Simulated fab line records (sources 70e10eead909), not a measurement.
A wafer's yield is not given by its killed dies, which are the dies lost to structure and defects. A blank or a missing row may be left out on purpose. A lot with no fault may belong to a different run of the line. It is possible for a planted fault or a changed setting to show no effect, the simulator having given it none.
Chamber matching :: flow nandHarc :: pecvd-03 running NHARC_A_CONTACT_DEP_58: 3 sister chambers
The step deposits SiON, target thk 60 nm. 6 wafers are shown with their chamber, then 8 later ones without.

== EACH WAFER AND ITS CHAMBER ==
wafer: L078.4
chamber: 1
heaterPowerW (W): 773
rfFwdPowerW (W): 348.8

wafer: L082.5
chamber: 1
heaterPowerW (W): 691
rfFwdPowerW (W): 348.5

wafer: L089.1
chamber: 0
heaterPowerW (W): 681
rfFwdPowerW (W): 348.3

wafer: L089.3
chamber: 2
heaterPowerW (W): 862
rfFwdPowerW (W): 347.9

wafer: L089.6
chamber: 2
heaterPowerW (W): 886
rfFwdPowerW (W): 347.9

wafer: L094.3
chamber: 0
heaterPowerW (W): 655
rfFwdPowerW (W): 348.8

== WAFERS WITH NO CHAMBER GIVEN ==
wafer: L094.4
heaterPowerW (W): 658
rfFwdPowerW (W): 348.0

wafer: L094.5
heaterPowerW (W): 795
rfFwdPowerW (W): 347.8

wafer: L096.3
heaterPowerW (W): 798
rfFwdPowerW (W): 349.0

wafer: L096.5
heaterPowerW (W): 637
rfFwdPowerW (W): 348.8

wafer: L096.6
heaterPowerW (W): 791
rfFwdPowerW (W): 348.1

wafer: L097.1
heaterPowerW (W): 736
rfFwdPowerW (W): 348.6

wafer: L097.5
heaterPowerW (W): 583
rfFwdPowerW (W): 346.6

wafer: L097.6
heaterPowerW (W): 751
rfFwdPowerW (W): 346.2

== THE CHAMBER EACH PASSED THROUGH ==
wafer: L094.4
from the rows above: can't be placed: 0 or 1
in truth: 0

wafer: L094.5
from the rows above: can't be placed: 2 or 1
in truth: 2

wafer: L096.3
from the rows above: can't be placed: 1 or 0
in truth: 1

wafer: L096.5
from the rows above: can't be placed: 0 or 1
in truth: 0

wafer: L096.6
from the rows above: can't be placed: 2 or 1 or 0
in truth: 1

wafer: L097.1
from the rows above: can't be placed: 1 or 0
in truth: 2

wafer: L097.5
from the rows above: can't be placed: 0 or 1 or 2
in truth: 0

wafer: L097.6
from the rows above: 2
in truth: 2
1 of 8 placed correctly. These rows do not allow placing 7 (true chamber among the candidates in 6). Wrongly placed: 0.
How it was worked out, from the rows above alone: a wafer's distance from a chamber is the root of the sum, over the readings, of the square of ((its reading less the chamber's mean) divided by the reading's scatter). If the next closest chamber is less than 2 further off than the closest, the wafer can't be placed; otherwise it belongs to the closest. For every chamber, the mean is computed from those of its wafers that are shown. The scatter: take each reading less its chamber's mean, square it, sum over the shown wafers, divide by the number of wafers less the number of chambers, and take the root.
